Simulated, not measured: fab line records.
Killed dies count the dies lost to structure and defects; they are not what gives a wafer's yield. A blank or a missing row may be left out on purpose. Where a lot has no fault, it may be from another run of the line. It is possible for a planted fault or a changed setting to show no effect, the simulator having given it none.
Which of the tools did it? -- flow n5-finfet -- Sampling: 11 lots, 33 wafers, 5 of 1938 route steps

## WHAT THE GAUGES SHOWED, per wafer
N5_BEOL_M9_RS_MEAS_57: a four-point-probe measurement. Usual: M9_RS gives 0.152 ohm/sq (standard deviation 0.0033).
lot,measured,on,M9_RS (ohm/sq),flag
L439,day 9 16:50,film-metro-01,0.148 0.147 0.148,
L440,day 10 03:05,film-metro-02,0.150 0.151 0.149,
L442,day 10 18:11,film-metro-02,0.150 0.146 0.147,
L448,day 12 20:38,film-metro-01,0.153 0.148 0.152,
L450,day 13 22:22,film-metro-02,0.153 0.152 0.152,
L452,day 13 22:43,film-metro-02,0.154 0.146 0.150,
L451,day 13 23:38,film-metro-01,0.152 0.156 0.156,
L455,day 14 05:21,film-metro-01,0.157 0.156 0.153,
L458,day 15 03:38,film-metro-01,0.154 0.156 0.155,
L460,day 15 10:38,film-metro-01,0.158 0.155 0.155,
L462,day 16 18:31,film-metro-01,0.149 0.154 0.151,

N5_BEOL_M10_CD_MEAS_28 targets a cd of 70 nm. Usual: 69.9 nm for cd-nm, sd 0.75.
lot,measured,on,cd-nm (nm),flag
L439,day 9 20:41,cd-sem-02,70.8 69.7 71.0,
L440,day 10 07:00,cd-sem-02,71.4 70.7 70.6,
L442,day 11 00:47,cd-sem-02,70.4 70.4 69.8,
L448,day 13 00:10,cd-sem-03,69.7 69.3 70.5,
L450,day 14 03:03,cd-sem-02,68.4 68.4 69.0,
L452,day 14 02:53,cd-sem-01,69.8 71.0 70.0,
L451,day 14 03:13,cd-sem-02,68.6 69.2 69.0,
L455,day 14 07:51,cd-sem-03,69.6 68.8 70.3,
L458,day 15 08:38,cd-sem-01,70.2 70.4 70.5,
L460,day 15 15:13,cd-sem-03,71.6 70.3 71.5,
L462,day 17 00:22,cd-sem-01,70.0 70.0 68.5,

N5_BEOL_M10_OVL_MEAS_29. Usual: V9_OVL gives 0.7 nm (standard deviation 0.76).
lot,measured,on,V9_OVL (nm),flag
L439,day 9 20:43,overlay-01,0.4 1.5 1.0,
L440,day 10 07:02,overlay-01,1.2 0.0 0.9,
L442,day 11 00:49,overlay-02,0.1 -0.1 0.5,
L448,day 13 00:11,overlay-01,7.8 8.0 8.1,OFF
L450,day 14 03:05,overlay-02,7.7 6.7 7.7,OFF
L452,day 14 02:55,overlay-02,1.0 1.2 1.1,
L451,day 14 03:14,overlay-01,0.7 0.4 1.5,
L455,day 14 07:53,overlay-02,1.6 2.0 1.1,
L458,day 15 08:40,overlay-02,1.8 1.0 1.2,
L460,day 15 15:15,overlay-01,0.9 1.2 1.4,
L462,day 17 00:24,overlay-01,0.3 0.7 1.6,

## WHAT TOOL EACH LOT RAN ON (gives the tool, then ch and the chambers of the sampled wafers, and finally the start)
lot,N5_BEOL_M10_STRIP_67,N5_BEOL_M10_EXPOSE_25
L439,"rie-diel-01 ch 0,2,3, day 9 18:44","arfi-scanner-01 ch 0, day 9 20:34"
L440,"rie-diel-06 ch 0,1, day 10 06:22","arfi-scanner-02 ch 0, day 10 06:53"
L442,"rie-diel-06 ch 2,3, day 10 19:44","arfi-scanner-02 ch 0, day 11 00:40"
L448,"rie-diel-02 ch 1,3, day 12 23:32","arfi-scanner-02 ch 0, day 13 00:02"
L450,"rie-diel-01 ch 0,2,3, day 14 01:12","arfi-scanner-02 ch 0, day 14 02:56"
L452,"rie-diel-02 ch 1,2, day 14 01:39","arfi-scanner-01 ch 0, day 14 02:46"
L451,"rie-diel-01 ch 0,1, day 14 01:44","arfi-scanner-03 ch 0, day 14 03:05"
L455,"rie-diel-01 ch 1,2,3, day 14 06:59","arfi-scanner-03 ch 0, day 14 07:43"
L458,"rie-diel-01 ch 1,2,3, day 15 06:38","arfi-scanner-01 ch 0, day 15 08:30"
L460,"rie-diel-02 ch 1,2, day 15 14:13","arfi-scanner-01 ch 0, day 15 15:05"
L462,"rie-diel-02 ch 0,1, day 16 23:43","arfi-scanner-03 ch 0, day 17 00:14"
- N5_BEOL_M10_STRIP_67: strips in CF4.
- N5_BEOL_M10_EXPOSE_25: exposes mask V9.

## WHAT THE TOOLS THEMSELVES READ (means of the sampled wafers that have a number; where no wafer has one, the mark that the record gives instead)
N5_BEOL_M10_STRIP_67. Usual: drypump-motor-current-A 5.7 A, standard deviation 0.34; oes-product-au 0.81 a.u., standard deviation 0.08; rf-vpp-V 270.7 V, standard deviation 1.3; showerhead-plenum-p-Torr 1.77 Torr, standard deviation 0.045; throttle-valve-pct 13.44 %, standard deviation 0.15.
lot,tool,drypump-motor-current-A (A),oes-product-au (a.u.),rf-vpp-V (V),showerhead-plenum-p-Torr (Torr),throttle-valve-pct (%),flag
L439,rie-diel-01,5.8,0.90,270.9,1.76,13.26,
L440,rie-diel-06,5.5,0.76,271.9,1.81,13.51,
L442,rie-diel-06,5.8,0.81,269.8,1.73,13.50,
L448,rie-diel-02,5.4,0.75,270.7,1.80,13.51,
L450,rie-diel-01,5.8,0.85,269.3,1.75,13.33,
L452,rie-diel-02,5.7,0.82,270.4,1.75,13.38,
L451,rie-diel-01,5.4,0.90,270.7,1.76,13.53,
L455,rie-diel-01,5.9,0.86,269.6,1.75,13.39,
L458,rie-diel-01,5.9,0.84,269.8,1.74,13.41,
L460,rie-diel-02,5.8,0.81,270.5,1.75,13.40,
L462,rie-diel-02,5.8,0.75,271.0,1.77,13.48,

N5_BEOL_M10_EXPOSE_25. Usual: 0.0 nm for focus-offset-nm, sd 0.52.
lot,tool,focus-offset-nm (nm),flag
L439,arfi-scanner-01,0.5,
L440,arfi-scanner-02,0.0,
L442,arfi-scanner-02,-0.5,
L448,arfi-scanner-02,-0.6,
L450,arfi-scanner-02,-0.0,
L452,arfi-scanner-01,0.4,
L451,arfi-scanner-03,0.2,
L455,arfi-scanner-03,0.4,
L458,arfi-scanner-01,-0.5,
L460,arfi-scanner-01,-0.1,
L462,arfi-scanner-03,-0.7,

## THE ANSWER, worked out from the rows above alone
Rule: a lot is off if the mean of its wafers that have a number lies more than 3 standard deviations from the usual mean. A lot without any number at a reading at which 4 lots or more have one is off too. The other lots that the step has rows for count as sound. Order of review: gauges by route order, followed by the tools' own readings, for which a lot's mean as printed above is used. The first step at which some lot is off is used, and at that step the reading that is off furthest; a lot without a number counts as furthest.
Off: at N5_BEOL_M10_OVL_MEAS_29 (V9_OVL), L448, L450.
If a tool, at a process step before that reading, ran all the lots that are off and no sound lot after the first of them, it fits. The gauges at N5_BEOL_M10_OVL_MEAS_29 are tried like those tools. One candidate fits, namely arfi-scanner-02 at N5_BEOL_M10_EXPOSE_25. Its last sound lot is L442 (day 11 00:40), its first lot that is off L448 (day 13 00:02): a fault that began between those two fits.

## WHAT THE SIMULATOR HAD INSERTED
Scanner matching overlay: arfi-scanner-02, from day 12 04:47 on, at N5_BEOL_M10_EXPOSE_25. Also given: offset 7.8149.
Lots struck among those shown: L448, L450. The rule above reached the same finding.
